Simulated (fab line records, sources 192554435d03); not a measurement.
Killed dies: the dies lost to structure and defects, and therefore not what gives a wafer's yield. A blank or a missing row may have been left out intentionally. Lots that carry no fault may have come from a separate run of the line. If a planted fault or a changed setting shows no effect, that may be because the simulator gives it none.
Which of the tools did it? -- flow n5 finfet -- 22 lots (66 wafers sampled), 1 step of a 1938-step route

WHAT THE GAUGES READ, wafer by wafer
N5_BEOL_M11_INSPECT_58: inspects for defects (darkfield). Usual: raw defect count at 80, with a standard deviation of 22.
lot,measured,on,raw defect count,flag
L075,day 12 09:32,defect inspect-02,71 105 94,
L074,day 12 15:33,defect inspect-02,88 40 60,
L076,day 12 20:23,defect inspect-01,64 53 74,
L077,day 13 12:24,defect inspect-01,72 103 46,
L078,day 13 21:43,defect inspect-01,108 52 109,
L080,day 13 22:17,defect inspect-02,69 58 72,
L079,day 13 22:58,defect inspect-01,69 88 80,
L083,day 14 08:35,defect inspect-01,132 92 97,
L086,day 15 01:31,defect inspect-01,99 129 104,
L084,day 15 06:49,defect inspect-01,87 90 111,
L089,day 15 11:43,defect inspect-01,68 68 93,
L087,day 15 12:15,defect inspect-02,65 88 68,
L088,day 15 22:55,defect inspect-01,76 73 105,
L085,day 15 23:11,defect inspect-01,94 95 55,
L091,day 16 02:11,defect inspect-01,96 95 84,
L093,day 16 08:47,defect inspect-01,52 37 86,
L096,day 16 21:55,defect inspect-02,108 131 56,
L092,day 17 08:40,defect inspect-02,104 82 95,
L094,day 17 12:29,defect inspect-01,48 97 86,
L095,day 17 20:23,defect inspect-01,66 124 83,
L090,day 17 23:32,defect inspect-01,67 98 119,
L097,day 19 01:38,defect inspect-02,91 86 66,

TOOL THAT RAN EACH LOT (tool first, then ch and the chambers of the sampled wafers, then the start)
The record shows no process step preceding these readings.

AS READ BY THE TOOLS THEMSELVES (means over the sampled wafers that have a number; for cases with no such wafer, the mark the record gives instead)
The record holds no such reading with a usual standard deviation.

THE ANSWER, worked out from the rows above alone
Rule: take the mean of a lot's wafers that have a number; if it is more than 3 standard deviations from the usual mean, the lot is off. Also off: a lot with no number at a reading for which 4 or more lots have one. Any other lot the step has rows for is counted as sound. First the gauges in route order, then the tools' own readings, where a lot's mean is used as printed above. At the first step where some lot is off, the reading lying furthest off is the one used; lots without a number count as furthest.
Nothing can be told from this: no lot is off at any reading shown.

WHAT WAS PUT IN BY THE SIMULATOR
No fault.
